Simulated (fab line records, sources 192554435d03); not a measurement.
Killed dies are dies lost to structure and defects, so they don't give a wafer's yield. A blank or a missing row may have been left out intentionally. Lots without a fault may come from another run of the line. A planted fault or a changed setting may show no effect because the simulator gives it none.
Chamber matching ; flow n5-finfet ; N5_BEOL_M9_CURE_72 on uv-cure-01: 3 sister chambers
The step cures SiCOH lowk, time 120 s. 3 wafers are shown with their chamber, then 8 later ones without.

WAFERS, EACH WITH ITS CHAMBER
wafer;chamber;wafer_temp_C_max
L080.4;1;371.7
L081.4;0;371.2
L094.4;2;372.1

WAFERS WITH NO CHAMBER GIVEN
wafer;wafer_temp_C_max
L094.5;371.8
L094.6;372.0
L092.3;371.9
L092.4;372.2
L092.5;372.3
L097.1;371.4
L097.3;371.2
L097.5;371.2

WHICH CHAMBER EACH WENT THROUGH
wafer;from the rows above;in truth
L094.5;can't be placed: 1 or 2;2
L094.6;can't be placed: 2 or 1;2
L092.3;can't be placed: 1 or 2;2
L092.4;2;2
L092.5;2;2
L097.1;can't be placed: 0 or 1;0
L097.3;0;0
L097.5;0;0
Correctly placed: 4 of 8. Can't be placed from these rows: 4 (the true chamber is among the candidates in 4). Wrongly placed: 0.
How it was worked out, from the rows above alone: a wafer's distance from a chamber is the root of the sum, over the readings, of the square of ((its reading less the chamber's mean) divided by the reading's scatter). If the next closest chamber is less than 2 further off than the closest, the wafer can't be placed; otherwise it belongs to the closest. A chamber's mean is the mean of its shown wafers. The scatter (one wafer shown for each chamber): square how far every hidden wafer sits from the nearest shown wafer, average those squares and take the square root.
